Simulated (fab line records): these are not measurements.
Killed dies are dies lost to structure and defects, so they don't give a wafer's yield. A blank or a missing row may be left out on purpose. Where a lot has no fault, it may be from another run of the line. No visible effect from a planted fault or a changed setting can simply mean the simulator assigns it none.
Problem report, 8D (eight disciplines) form, completed by code	flow nand_harc	the parts of the form that need people (team, actions taken, sign-off) are left out

== 1. PROBLEM STATEMENT ==
NHARC_A_M1_OVL_MEAS_10, overlay_x_nm: mean 4.3 nm on 3 wafers (1 lot); fault-free wafers 0.2 nm, standard deviation 0.94. Measured from the usual mean, that is +4.4 standard deviations.
The step: pitch 240 nm.
First observed at day 27 08:56: wafer L197.1, on overlay-02. At this step, 36 wafers from 12 lots have a number in the record. By rule, "out" or "out of limits" means more than 4 standard deviations away from the usual mean. The rest of the wafers with a number are treated as sound.

== 2. WHAT IT IS; WHAT IT IS NOT ==
question	is	is not
which readings at this step	overlay_x_nm	overlay_y_nm
which lots	L197	L185, L188, L189, L198, L199, L200, L203, L204, L205, L207, L208
which wafers of those lots	all that have a number	-
read on which gauges	overlay-02	overlay-01
when	from day 27 08:56	up to then (9 sound wafers); but 24 sound wafers of L198, L199, L200, L203, L204, L205, L207, L208 came after

== 3. THE SUSPECTS, EACH WITH WHAT RULES IT OUT ==
Counting: a tool at any process step up to the reading remains a suspect when it ran all the lots that are out and ran no sound lot after the first of those.
- the gauge at NHARC_A_M1_OVL_MEAS_10: kept. All the wafers that are out were read on overlay-02, and no step on other tools shows them out.
- pvd_sputter-03 at NHARC_A_M0_PVD_21 (deposits Cu, target thk 30 nm, time 20.49 s): ruled out as a lasting fault. Following L197 (day 27 08:43), the first lot on it that is out, the sound lots L200, L203, L205, L208 were run on it. Because NHARC_A_M0_PVD_21 lacks a start for some lots, the hours and order of its lots are taken from NHARC_A_M1_EXPOSE_06.
- arfi_scanner-03 at NHARC_A_M1_EXPOSE_06 (exposes mask A M1, target cd 120 nm): kept. It ran the lot that is out, L197 (day 27 08:43), and no sound lot after that; its last sound lot up to then is L185 (day 23 09:05).
Left after counting: arfi_scanner-03 at NHARC_A_M1_EXPOSE_06, overlay-02 at NHARC_A_M1_OVL_MEAS_10.

== 4. THE CAUSE (what the simulator had put in) ==
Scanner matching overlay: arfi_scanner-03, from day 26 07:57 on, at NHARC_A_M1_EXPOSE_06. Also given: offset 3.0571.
Of the 2 suspects that counting leaves, this tool is one.

== 5. THE CHAIN OF EFFECTS, in route order ==
Each row: a reading whose mean over the struck wafers that have a number lies more than 3 standard deviations from the usual. Only readings for which the record gives a usual standard deviation are gone through. hours: the time from each lot's start at the first step in this table that gives one to its start at this step, as a median over the lots. sigmas: the change in usual standard deviations.
hours	step	reading	usual	on struck wafers	change	sigmas
0	NHARC_A_M1_OVL_MEAS_10	overlay_x_nm	0.2 nm	4.3	+4.1	+4.4
At these later measuring or inspecting steps, every struck wafer for which the step has a row has a number for every such reading, and none has moved that far: NHARC_END_SORT_01.

== 6. WHAT WOULD HAVE CAUGHT IT SOONER ==
In this record the first reading out of limits at a measuring or inspecting step was taken at day 27 08:56, 25 hours after the fault began at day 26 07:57.
All the lots that are out (1) had begun NHARC_A_M1_EXPOSE_06 on arfi_scanner-03 by day 27 08:56. A hold on the tool at that time would have spared none of them.
